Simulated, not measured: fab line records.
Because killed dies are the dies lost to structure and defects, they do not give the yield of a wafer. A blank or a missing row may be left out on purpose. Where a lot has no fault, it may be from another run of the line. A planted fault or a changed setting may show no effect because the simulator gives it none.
What tool caused it? | flow n5-finfet | 27 wafers from 9 lots sampled at 6 of the route's 1938 steps

== WHAT EACH GAUGE READ, for each wafer ==
N5_SD_EPI_N_EPI_MEAS_23. Usual: thk-nm 58.7 nm, standard deviation 1.1.
lot  | measured    | on            | thk-nm (nm)    | flag
L560 | day 3 12:50 | film-metro-01 | 57.3 55.9 58.4 |
L562 | day 3 22:24 | film-metro-01 | 61.1 60.4 58.3 |
L563 | day 4 06:29 | film-metro-01 | 57.2 57.3 57.8 |
L571 | day 6 08:25 | film-metro-01 | 59.0 58.1 60.3 |
L572 | day 6 12:33 | film-metro-01 | 59.5 58.7 58.9 |
L575 | day 7 04:14 | film-metro-02 | 58.9 58.9 57.7 |
L578 | day 8 03:54 | film-metro-02 | 59.9 58.7 59.8 |
L579 | day 8 05:28 | film-metro-01 | 59.7 58.5 57.5 |
L580 | day 8 18:39 | film-metro-02 | 59.1 57.5 60.4 |

N5_BEOL_M4_RC_MEAS_101. Usual: DIBL_N 36.3 mV/V, standard deviation 2.2; DIBL_P 36.0 mV/V, standard deviation 2.4; IOFF_N 0.16 nA/um, standard deviation 0.042; IOFF_P 0.22 nA/um, standard deviation 0.041; ION_N 672 uA/um, standard deviation 14; ION_P 462 uA/um, standard deviation 7.9; SS_N 71.7 mV/dec, standard deviation 0.76; SS_P 73.3 mV/dec, standard deviation 0.72; VT_N 250 mV, standard deviation 3.6; VT_P -249 mV, standard deviation 3.
lot  | measured     | on        | DIBL_N (mV/V)  | DIBL_P (mV/V)  | IOFF_N (nA/um) | IOFF_P (nA/um) | ION_N (uA/um) | ION_P (uA/um) | SS_N (mV/dec)  | SS_P (mV/dec)  | VT_N (mV)   | VT_P (mV)      | flag
L560 | day 8 07:45  | prober-02 | 37.1 35.7 38.0 | 36.6 36.3 37.9 | 0.18 0.15 0.20 | 0.24 0.24 0.27 | 673 667 679   | 467 466 463   | 71.0 71.5 72.0 | 73.4 73.0 73.9 | 251 252 244 | -249 -246 -244 |
L562 | day 8 12:30  | prober-01 | 34.9 34.7 34.9 | 34.5 34.2 34.7 | 0.14 0.14 0.15 | 0.20 0.20 0.20 | 668 670 678   | 463 463 467   | 72.2 71.0 71.4 | 73.3 73.2 73.4 | 249 249 247 | -248 -250 -246 |
L563 | day 8 23:58  | prober-02 | 37.0 38.0 37.0 | 38.2 38.6 37.7 | 0.18 0.19 0.17 | 0.25 0.25 0.24 | 675 666 676   | 465 454 470   | 72.0 72.3 72.0 | 74.1 73.6 73.1 | 248 246 247 | -249 -251 -249 |
L575 | day 12 21:29 | prober-01 | 38.7 36.1 37.1 | 37.8 35.1 34.7 | 0.20 0.13 0.14 | 0.27 0.21 0.22 | 682 671 649   | 466 471 452   | 72.4 70.9 72.4 | 74.4 72.9 73.1 | 246 253 254 | -247 -249 -250 |
L578 | day 14 01:11 | prober-01 | 37.3 38.0 33.8 | 39.3 39.8 34.4 | 0.20 0.21 0.12 | 0.30 0.31 0.19 | 689 692 661   | 482 476 460   | 70.9 72.5 70.5 | 74.7 74.0 72.2 | 244 245 252 | -241 -244 -249 |
L579 | day 14 04:23 | prober-02 | 36.8 36.5 36.3 | 37.1 38.0 37.4 | 0.18 0.20 0.18 | 0.24 0.26 0.23 | 679 706 692   | 464 483 467   | 72.0 71.7 71.8 | 73.5 73.3 73.1 | 247 243 248 | -248 -245 -246 |
L580 | day 15 06:28 | prober-01 | 33.2 34.1 33.4 | 34.8 35.7 34.9 | 0.14 0.15 0.14 | 0.19 0.19 0.20 | 674 685 672   | 468 470 465   | 70.5 71.1 71.2 | 72.9 72.8 72.7 | 251 249 250 | -251 -251 -250 |

== EACH LOT AND THE TOOL THAT RAN IT (in order: tool; ch and the chambers of the sampled wafers; start) ==
lot  | N5_SD_EPI_N_ETCH_34               | N5_SD_EPI_N_LINER_46             | N5_SD_EPI_P_ETCH_37               | N5_SD_EPI_P_ETCHBACK_46
L560 | rie-diel-03 ch 0,2,3, day 3 09:29 | ald-sin-02 ch 1,2, day 3 13:09   | rie-diel-02 ch 0,3, day 3 13:59   | rie-diel-02 ch 0,3, day 3 14:18
L562 | rie-diel-03 ch 0,1, day 3 18:16   | ald-sin-04 ch 0,2, day 3 22:50   | rie-diel-06 ch 1,2,3, day 3 23:32 | rie-diel-06 ch 1,2,3, day 3 23:51
L563 | rie-diel-05 ch 1,2,3, day 4 02:23 | ald-sin-03 ch 0,2,3, day 4 06:58 | rie-diel-02 ch 1,2,3, day 4 07:47 | rie-diel-02 ch 1,2,3, day 4 08:07
L571 | rie-diel-03 ch 1,2, day 6 05:04   | ald-sin-02 ch 0,2,3, day 6 08:44 | rie-diel-02 ch 2,3, day 6 09:59   | rie-diel-02 ch 2,3, day 6 10:19
L572 | rie-diel-05 ch 0,1, day 6 08:58   | ald-sin-02 ch 1,2,3, day 6 12:58 | rie-diel-04 ch 0,1,2, day 6 13:57 | rie-diel-04 ch 0,1,2, day 6 14:10
L575 | rie-diel-01 ch 0,2, day 6 23:54   | ald-sin-02 ch 0,1,2, day 7 04:32 | rie-diel-02 ch 0,3, day 7 05:14   | rie-diel-02 ch 0,3, day 7 05:34
L578 | rie-diel-01 ch 0,3, day 7 23:48   | ald-sin-04 ch 2,3, day 8 04:25   | rie-diel-02 ch 0,1,3, day 8 05:17 | rie-diel-02 ch 0,1,3, day 8 05:37
L579 | rie-diel-01 ch 1,2, day 8 02:07   | ald-sin-04 ch 0,1,2, day 8 05:57 | rie-diel-02 ch 2,3, day 8 06:40   | rie-diel-02 ch 2,3, day 8 06:59
L580 | rie-diel-01 ch 0,1,3, day 8 15:05 | ald-sin-02 ch 1,2,3, day 8 19:58 | rie-diel-02 ch 0,2,3, day 8 20:47 | rie-diel-02 ch 0,2,3, day 8 21:07
- N5_SD_EPI_N_ETCH_34: etches SiARC in CF4, target depth 45.5 nm, time 75.8 s.
- N5_SD_EPI_N_LINER_46: material SiNx, target thk 3 nm.
- N5_SD_EPI_P_ETCH_37: etches SOC in N2/H2, overetch 108 nm, time 486 s.
- N5_SD_EPI_P_ETCHBACK_46: etches SiNx in CH3F/O2, stops on SiO2, target depth 17.5 nm.

== AS READ BY THE TOOLS THEMSELVES (means over the sampled wafers that have a number; for cases with no such wafer, the mark the record gives instead) ==
N5_SD_EPI_N_ETCH_34. Usual: bias-w 36.01 W, standard deviation 0.1; cf4-flow-sccm 100.0 sccm, standard deviation 0.31; drypump-motor-current-A 5.8 A, standard deviation 0.4; etch-rf-on-time-s 76.4 s, standard deviation 1.6; oes-product-au 0.65 a.u., standard deviation 0.077; rf-vpp-V 184.2 V, standard deviation 1.2; showerhead-plenum-p-Torr 2.16 Torr, standard deviation 0.072; throttle-valve-pct 15.66 %, standard deviation 0.24.
lot  | tool        | bias-w (W) | cf4-flow-sccm (sccm) | drypump-motor-current-A (A) | etch-rf-on-time-s (s) | oes-product-au (a.u.) | rf-vpp-V (V) | showerhead-plenum-p-Torr (Torr) | throttle-valve-pct (%) | flag
L560 | rie-diel-03 | 36.11      | 99.8                 | 5.5                         | 78.0                  | 0.61                  | 183.6        | 2.14                            | 15.85                  |
L562 | rie-diel-03 | 35.97      | 100.0                | 6.1                         | 76.0                  | 0.61                  | 184.3        | 2.16                            | 15.59                  |
L563 | rie-diel-05 | 36.00      | 100.1                | 5.9                         | 77.2                  | 0.62                  | 183.7        | 2.13                            | 15.70                  |
L571 | rie-diel-03 | 35.96      | 99.9                 | 5.5                         | 75.2                  | 0.60                  | 184.0        | 2.12                            | 15.78                  |
L572 | rie-diel-05 | 35.99      | 99.8                 | 5.9                         | 77.1                  | 0.59                  | 183.4        | 2.06                            | 15.67                  |
L575 | rie-diel-01 | 36.00      | 100.2                | 5.3                         | 77.3                  | 0.71                  | 184.3        | 2.23                            | 15.47                  |
L578 | rie-diel-01 | 36.03      | 99.8                 | 5.5                         | 76.9                  | 0.76                  | 185.2        | 2.28                            | 15.76                  |
L579 | rie-diel-01 | 35.95      | 99.6                 | 5.7                         | 75.8                  | 0.76                  | 185.0        | 2.17                            | 15.33                  |
L580 | rie-diel-01 | 35.99      | 100.0                | 5.6                         | 76.1                  | 0.73                  | 185.3        | 2.23                            | 15.58                  |

N5_SD_EPI_N_LINER_46. Usual: chamber-pressure-Torr 2.000 Torr, standard deviation 0.0043; heater-power-w 871 W, standard deviation 68.
lot  | tool       | chamber-pressure-Torr (Torr) | heater-power-w (W) | flag
L560 | ald-sin-02 | 2.002                        | 895                |
L562 | ald-sin-04 | 2.000                        | 952                |
L563 | ald-sin-03 | 2.000                        | 816                |
L571 | ald-sin-02 | 1.996                        | 857                |
L572 | ald-sin-02 | 1.999                        | 887                |
L575 | ald-sin-02 | 2.001                        | 879                |
L578 | ald-sin-04 | 1.995                        | 797                |
L579 | ald-sin-04 | 1.998                        | 973                |
L580 | ald-sin-02 | 1.998                        | 899                |

N5_SD_EPI_P_ETCH_37. Usual: bias-w is 133.0 W with standard deviation 0.39, chamber-pressure-mTorr is 19.998 mTorr with standard deviation 0.019, drypump-motor-current-A is 5.5 A with standard deviation 0.5, oes-product-au is 0.70 a.u. with standard deviation 0.059, rf-vpp-V is 241.1 V with standard deviation 1.1, showerhead-plenum-p-Torr is 2.58 Torr with standard deviation 0.061, and throttle-valve-pct is 23.95 % with standard deviation 0.26.
lot  | tool        | bias-w (W) | chamber-pressure-mTorr (mTorr) | drypump-motor-current-A (A) | oes-product-au (a.u.) | rf-vpp-V (V) | showerhead-plenum-p-Torr (Torr) | throttle-valve-pct (%) | flag
L560 | rie-diel-02 | 132.8      | 20.003                         | 5.2                         | 0.67                  | 241.0        | 2.59                            | 24.18                  |
L562 | rie-diel-06 | 133.2      | 19.999                         | 5.9                         | 0.67                  | 241.4        | 2.57                            | 24.13                  |
L563 | rie-diel-02 | 133.0      | 20.003                         | 5.7                         | 0.69                  | 242.2        | 2.61                            | 23.88                  |
L571 | rie-diel-02 | -          | -                              | -                           | -                     | -            | -                               | -                      | OFF
L572 | rie-diel-04 | -          | -                              | -                           | -                     | -            | -                               | -                      | OFF
L575 | rie-diel-02 | 132.6      | 19.988                         | 5.1                         | 0.67                  | 241.2        | 2.61                            | 24.01                  |
L578 | rie-diel-02 | 133.1      | 19.999                         | 5.4                         | 0.67                  | 240.4        | 2.58                            | 24.08                  |
L579 | rie-diel-02 | 132.7      | 19.964                         | 5.4                         | 0.73                  | 242.0        | 2.64                            | 23.79                  |
L580 | rie-diel-02 | 132.8      | 19.999                         | 5.6                         | 0.72                  | 240.8        | 2.59                            | 24.00                  |

N5_SD_EPI_P_ETCHBACK_46. Usual: drypump-motor-current-A 5.5 A, standard deviation 0.5; oes-product-au 0.67 a.u., standard deviation 0.056; rf-vpp-V 298 V, standard deviation 4.1; showerhead-plenum-p-Torr 2.03 Torr, standard deviation 0.051; throttle-valve-pct 16.36 %, standard deviation 0.16.
lot  | tool        | drypump-motor-current-A (A) | oes-product-au (a.u.) | rf-vpp-V (V) | showerhead-plenum-p-Torr (Torr) | throttle-valve-pct (%) | flag
L560 | rie-diel-02 | 5.2                         | 0.64                  | 297          | 2.03                            | 16.39                  |
L562 | rie-diel-06 | 5.9                         | 0.64                  | 297          | 2.02                            | 16.51                  |
L563 | rie-diel-02 | 5.7                         | 0.65                  | 298          | 2.06                            | 16.35                  |
L571 | rie-diel-02 | 5.4                         | 0.28                  | 299          | 2.09                            | 16.35                  | OFF
L572 | rie-diel-04 | 5.4                         | 0.31                  | 300          | 2.02                            | 16.28                  | OFF
L575 | rie-diel-02 | 5.1                         | 0.64                  | 299          | 2.05                            | 16.35                  |
L578 | rie-diel-02 | 5.4                         | 0.64                  | 297          | 2.02                            | 16.34                  |
L579 | rie-diel-02 | 5.5                         | 0.71                  | 299          | 2.08                            | 16.27                  |
L580 | rie-diel-02 | 5.6                         | 0.68                  | 298          | 2.04                            | 16.38                  |

== THE ANSWER, worked out from the rows above alone ==
Rule: lot off if the mean of its wafers having a number is beyond 3 standard deviations from the usual mean. A lot without any number at a reading at which 4 lots or more have one is off too. Where the step has rows for the other lots, those lots are counted as sound. Order of review: gauges by route order, followed by the tools' own readings, for which a lot's mean as printed above is used. The first step at which some lot is off is used, and at that step the reading that is off furthest; a lot without a number counts as furthest.
Off at N5_SD_EPI_P_ETCH_37 (bias-w): L571, L572. Without a number there: L571, L572.
A tool fits if, at that step or a process step before it, it ran every lot that is off, and no sound lot after the first of them. No candidate that was tried fits.

== WHAT WAS PUT IN BY THE SIMULATOR ==
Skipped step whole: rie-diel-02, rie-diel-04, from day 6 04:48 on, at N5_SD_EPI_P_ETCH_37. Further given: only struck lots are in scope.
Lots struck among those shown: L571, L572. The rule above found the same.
